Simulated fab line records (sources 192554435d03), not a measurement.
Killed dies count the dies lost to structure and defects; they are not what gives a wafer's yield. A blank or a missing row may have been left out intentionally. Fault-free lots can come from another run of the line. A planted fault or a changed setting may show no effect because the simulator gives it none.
Comparing a struck lot with a sound one | flow n5Finfet | 16 steps out of a route of 1938
Sound: wafers L540.1, L540.3, L540.4. Struck: wafer L553.3 (left out: L553.1, a lot-mate that was not struck); the cause follows at the end.
Each step with rows lists, per side, the tool, then ch with its chambers, then its first start. Under that, the readings that differ: sound wafers | struck wafers | difference of the means | sigmas: that difference in standard deviations of wafers without a fault.
alike: a reading whose means differ by less than 2 such deviations, as well as words and numbers matching on both sides. not compared: withheld readings; readings where some wafer has no value; bounds like >300 that might hide an equal value; numbers whose values overlap and for which the record gives no deviation.
Wherever a step has rows on one side only, a row that says differs or no value, or a row with sigmas, the two part there. Numbers that have no deviation but don't overlap get no sigmas and don't part them. Lack of a reading on every wafer of one side parts them only where that side has two or more wafers.

N5_BEOL_M4_ETCH_41: etches SiCN in CH3F/O2, target depth 29.9 nm, time 52.5 s.
  sound on rieDiel-01 ch 1,2,3; struck on rieDiel-01 ch 1
  alike: drypumpMotorCurrentA, oesProductAu, rfVppV, showerheadPlenumPTorr, throttleValvePct
  not compared: rfHoursCounterH
N5_BEOL_M4_STRIP_97: strips in N2/H2, time 10 s.
  sound on rieDiel-01 ch 1,2,3; struck on rieDiel-01 ch 1
  alike: drypumpMotorCurrentA, h2FlowSccm, oesProductAu, rfVppV, showerheadPlenumPTorr, throttleValvePct
  not compared: rfHoursCounterH
N5_BEOL_M4_OCD_MEAS_38:
  sound: ocd-01 at day 9 20:29; struck: ocd-01 at day 13 08:26
  alike: trenchDepthNm
then, 4 steps without rows for these wafers: N5_BEOL_M4_HM_STRIP_39 (strips TiN in peroxide tin strip, target depth 25 nm, time 158 s); N5_BEOL_M4_SRD_40 (time 30 s); N5_BEOL_M4_PRECLEAN_42 (cleans in residue remover, time 60 s); N5_BEOL_M4_SRD_43 (time 30 s).
N5_BEOL_M4_CD_MEAS_35: target cd 18 nm, target cd y 22.4 nm.
  sound: cdSem-01 at day 9 20:38; struck: cdSem-01 at day 13 08:35
  alike: cdNm
N5_BEOL_M4_DEGAS_44: time 60 s.
  sound: pvdSputter-03 at day 9 21:01; struck: pvdSputter-03 at day 13 08:53
  alike: heaterPowerW, susceptorTempC
N5_BEOL_M4_PRE_CLEAN_45: time 30 s.
  sound: pvdSputter-03 at day 9 21:04; struck: pvdSputter-03 at day 13 08:55
  alike: heaterPowerW, susceptorTempC
then, 1 step without rows for these wafers: N5_BEOL_M4_ALD_84 (deposits TaN, pulse time 2 s, purge time 3 s, co reactant purge time 2 s).
N5_BEOL_M4_SURFACE_TREAT_85:
  sound: pvdSputter-02 at day 9 21:31; struck: pvdSputter-03 at day 13 09:17
  not compared: throttleValvePct
N5_BEOL_M4_CVD_47: deposits Co from CCTBA/H2, target thk 3 nm, time 223.8 s.
  sound on cvdCo-02 ch 0,1, day 9 21:39; struck on cvdCo-01 ch 1, day 13 09:20
reading        | sound             | struck | difference | sigmas
runLengthS (s) | 248.3 245.7 246.6 | 188.4  | -58.5      | -84
  not compared: sinceWetCleanH
then, 1 step without rows for these wafers: N5_BEOL_M4_SPUTTER_48 (material Cu, target thk 4.5 nm, time 8.29 s).
N5_BEOL_M4_RC_MEAS_101:
  sound on prober-02 ch 0, day 10 00:52; struck on prober-02 ch 0, day 13 12:25
reading        | sound                | struck | difference | sigmas
DIBL_P (mV/V)  | 39.4 40.0 38.1       | 34.9   | -4.3       | -2
IOFF_P (nA/um) | 0.31 0.31 0.28       | 0.21   | -0.09      | -2
VT_N (mV)      | 242 241 246          | 249    | +6         | +2
VT_P (mV)      | -241.3 -240.8 -241.1 | -247.9 | -6.8       | -2
  alike: DIBL_N, IOFF_N, ION_N, ION_P, SS_N, SS_P
-- the record jumps here: 5 days lie between the struck wafers' starts before and after (it left off in module BEOL_M4 and takes up again in module PASSIVATION, whose first step shown is number 1936 of the route) --
N5_PASSIVATION_PROBE_49:
  sound: prober-01 at day 14 10:29; struck: prober-02 at day 18 01:35
  alike: defectLimitedYield, killed_at_M0_to_M3, killed_at_M4_up, killedAtContacts, killedAtFrontEnd, killedAtOther, killedDies, killedOpen, killedShort, sort_bin_5_function, sort_bin_6_memory, sortNPass, sortYieldPct

WHERE THEY PART
At N5_BEOL_M4_CVD_47 first; at N5_BEOL_M4_RC_MEAS_101 last (within this record only). Later steps at which nothing parts them and some readings are alike: N5_PASSIVATION_PROBE_49.

WHY: what had been put in by the simulator
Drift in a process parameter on cvdCo-01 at N5_BEOL_M4_CVD_47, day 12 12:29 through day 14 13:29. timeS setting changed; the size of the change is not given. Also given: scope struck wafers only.
